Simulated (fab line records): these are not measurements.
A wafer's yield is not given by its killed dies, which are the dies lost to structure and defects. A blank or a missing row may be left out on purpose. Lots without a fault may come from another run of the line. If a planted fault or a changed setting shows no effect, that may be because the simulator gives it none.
2 desks, one fault :: flow nand_harc :: only its own numbers are on each desk; what lay behind them is given at the end

== AT THE TOOL OWNER'S DESK: rie_diel-12 ==
The tool's own readings at NHARC_A_CHANNEL_HOLE_D2_ETCH_16 (etches the open film in O2/COS, target depth 3100 nm, time 806 s): means of the sampled wafers that have a number, for each lot that ran on this tool. The brackets show how far a lot's mean lies from the usual mean; more than 4 standard deviations puts the lot out of limits, marked OUT.
Columns: A = drypump_motor_current_A at NHARC_A_CHANNEL_HOLE_D2_ETCH_16, usual 5.4 A; B = mfc_ar_sccm at NHARC_A_CHANNEL_HOLE_D2_ETCH_16, usual 0.015 sccm; C = oes_product_au at NHARC_A_CHANNEL_HOLE_D2_ETCH_16, usual 0.999 a.u.; D = rf_vpp_V at NHARC_A_CHANNEL_HOLE_D2_ETCH_16, usual 314.7 V; E = showerhead_plenum_p_Torr at NHARC_A_CHANNEL_HOLE_D2_ETCH_16, usual 3.16 Torr; F = throttle_valve_pct at NHARC_A_CHANNEL_HOLE_D2_ETCH_16, usual 28.329 %
lot: L825
first seen here: day 13 17:01
A: 5.8
B: 0.028
C: 1.005
D: 314.9
E: 3.15
F: 28.322

lot: L826
first seen here: day 14 08:38
A: 5.1
B: 0.021
C: 0.992
D: 314.3
E: 3.20
F: 28.322

lot: L829
first seen here: day 15 21:40
A: 5.8
B: 0.019
C: 0.996
D: 314.9
E: 3.15
F: 28.333

lot: L835
first seen here: day 17 13:21
A: 5.1
B: 0.021
C: 0.965
D: 316.0
E: 3.19
F: 28.319

lot: L846
first seen here: day 22 16:34
A: 5.1
B: 0.021
C: 0.992
D: 314.8
E: 3.19
F: 28.332

lot: L847
first seen here: day 23 08:26
A: 5.2
B: 0.009
C: 0.985
D: 315.1
E: 3.21
F: 28.328
This desk's verdict: no lot among the 6 shows anything out of limits.

== THE DEFECT DESK ==
Counts from the inspections along the route, per lot, as means over the sampled wafers that have a number. The brackets show how far a lot's mean lies from the usual mean; more than 4 standard deviations puts the lot out of limits, marked OUT.
Columns: A = raw_defect_count at NHARC_A_ONON_D2_INSPECT_32, usual 404
lot: L825
first seen here: day 13 12:10
A: 498

lot: L826
first seen here: day 13 21:43
A: 384

lot: L827
first seen here: day 14 06:17
A: 408

lot: L829
first seen here: day 15 13:33
A: 278

lot: L835
first seen here: day 17 09:55
A: 398

lot: L840
first seen here: day 19 18:37
A: 314

lot: L842
first seen here: day 20 12:23
A: 329

lot: L844
first seen here: day 22 05:09
A: 622

lot: L845
first seen here: day 22 05:10
A: 214

lot: L846
first seen here: day 22 13:07
A: 677

lot: L847
first seen here: day 23 04:11
A: 559
This desk's verdict: no lot among the 11 shows anything out of limits.

== PUT TOGETHER ==
The tool owner's desk saw nothing out of limits.
No out-of-limits result turned up at the defect desk.

== WHAT THE SIMULATOR HAD INSERTED ==
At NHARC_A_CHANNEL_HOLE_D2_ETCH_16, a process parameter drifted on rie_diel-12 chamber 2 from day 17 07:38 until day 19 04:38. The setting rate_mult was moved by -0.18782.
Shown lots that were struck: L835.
